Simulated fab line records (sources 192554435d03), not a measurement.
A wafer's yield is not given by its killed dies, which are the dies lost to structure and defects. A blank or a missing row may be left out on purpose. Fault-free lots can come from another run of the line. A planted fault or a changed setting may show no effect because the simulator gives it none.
A struck lot beside a sound one / flow n5-finfet / 15 out of 1938 route steps
Sound: these wafers, L404.1, L404.2, L404.6. Wafers struck: L424.3, L424.4, L424.5. The cause comes at the end.
For every step that has rows: the tool of each side, followed by ch and its chambers, followed by its first start. Under that, the readings that differ: sound wafers / struck wafers / difference of the means / sigmas: that difference in standard deviations of wafers without a fault.
alike: readings with means less than 2 such deviations apart, plus words and numbers identical on both sides. not compared: withheld readings, readings lacking a value on some wafer, bounds such as >300 that could conceal the same value, and numbers that have no deviation in the record and whose values overlap.
A row with sigmas, a row that says differs or no value, or rows on one side alone: a step with any of these is where the two part. Numbers that have no deviation but don't overlap get no sigmas and don't part them. A reading missing from all wafers of one side parts the sides only when that side holds two or more wafers.

N5_FIN_SAQP_STRIP_55: strips in N2/H2.
  sound on rie-diel-04 ch 0,2, day 1 23:19; struck on rie-diel-04 ch 2,3, day 7 13:04
  alike: drypump-motor-current-A, n2-flow-sccm, oes-product-au, rf-vpp-V, showerhead-plenum-p-Torr, throttle-valve-pct
  not compared: rf-hours-counter-h
then, 4 steps without rows for these wafers: N5_FIN_SAQP_STRIP_23 (strips in SPM, time 750 s); N5_FIN_SAQP_SRD_66 (time 30 s); N5_FIN_SAQP_RECESS_75 (chemistry HF/NH3, target SiO2, target depth 14.4 nm, afs cycles 3, sublimation time 60 s); N5_FIN_SAQP_SPACER1_ALD_24 (deposits SiO2, target thk 20.3 nm, pulse time 1 s, purge time 2 s).
N5_FIN_SAQP_SPACER1_ETCHBACK_25: etches SiO2 in CHF3/O2, target depth 24.4 nm, time 12.2 s.
  sound on rie-diel-05 ch 1,2,3, day 2 00:44; struck on rie-diel-05 ch 0,1,3, day 7 14:52
  alike: drypump-motor-current-A, oes-product-au, rf-vpp-V, showerhead-plenum-p-Torr, throttle-valve-pct
  not compared: rf-hours-counter-h
N5_FIN_SAQP_MANDREL1_REMOVE_56: chemistry HBr/Cl2/O2, target a-Si, stops on SiNx, bt time 10 s.
  sound on rie-si-03 ch 0,2, day 2 00:49; struck on rie-si-01 ch 0,1,3, day 7 14:57
  alike: drypump-motor-current-A, oes-product-au, throttle-valve-pct
  not compared: rf-hours-counter-h
N5_FIN_SAQP_CD_MEAS_27 targets a cd of 20 nm.
  sound on cd-sem-02 ch 0, day 2 00:56; struck on cd-sem-03 ch 0, day 7 15:04
  alike: cd-nm
N5_FIN_SAQP_ETCH_57: etches SiNx in CH3F/O2, target depth 32.5 nm, time 46.4 s.
  sound on rie-diel-04 ch 0,1,2, day 2 00:59; struck on rie-diel-05 ch 0,3, day 7 15:08
  alike: drypump-motor-current-A, etch-rf-on-time-s, oes-product-au, rf-vpp-V, showerhead-plenum-p-Torr, throttle-valve-pct
  not compared: rf-hours-counter-h
then, 1 step without rows for these wafers: N5_FIN_SAQP_ETCH_65 (etches SiO2 in CF4, target depth 4 nm, time 4.4 s).
N5_FIN_SAQP_MANDREL_ETCH_58: etches a-Si in HBr/Cl2, stops on SiNx, target depth 45 nm, bt time 10 s, time 27 s.
  sound on rie-si-03 ch 0,1,2, day 2 01:07; struck on rie-si-03 ch 0,1,2, day 7 15:16
  alike: drypump-motor-current-A, oes-product-au, throttle-valve-pct
  not compared: rf-hours-counter-h
then, 1 step without rows for these wafers: N5_FIN_SAQP_RECESS_63 (chemistry HF/NH3, target SiO2, target depth 18 nm, afs cycles 3, sublimation time 60 s).
N5_FIN_SAQP_COAT_68: time 60 s, resist thk 100 nm.
  sound on litho-track-05 ch 0, day 2 01:35; struck on litho-track-04 ch 0, day 7 15:46
reading=spin-speed-rpm (rpm); sound=1500.4 1499.8 1501.7; struck=1211.1 1211.9 1212.1; difference=-288.9; sigmas=-99 or more
reading=model.SOC_of_FIN_SAQP_COAT_68.thk-nm (nm); sound=99.8 100 100; struck=111 111.4 111.2; difference=+11; sigmas=
N5_FIN_SAQP_ETCH_69: etches SOC in N2/H2, stops on SiNx, target depth 150 nm.
  sound on rie-diel-02 ch 0,1, day 2 01:39; struck on rie-diel-04 ch 2,3, day 7 15:49
reading=oes-product-au (a.u.); sound=0.77 0.93 0.92; struck=0.68 0.68 0.73; difference=-0.18; sigmas=-3
reading=model.SOC_of_FIN_SAQP_COAT_68.thk-nm (nm); sound=2.2 3 3.4; struck=17.6 18 16.6; difference=+14.5; sigmas=
  alike: drypump-motor-current-A, n2-flow-sccm, rf-vpp-V, showerhead-plenum-p-Torr, throttle-valve-pct
  not compared: rf-hours-counter-h
then, 1 step without rows for these wafers: N5_FIN_SAQP_ETCH_67 (etches SiNx in CH3F/O2, target depth 30 nm).

== WHERE THEY PART ==
Earliest at N5_FIN_SAQP_COAT_68; latest, in this record, at N5_FIN_SAQP_ETCH_69.

WHY: what had been put in by the simulator
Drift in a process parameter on litho-track-04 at N5_FIN_SAQP_COAT_68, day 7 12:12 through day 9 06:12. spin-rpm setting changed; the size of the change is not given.
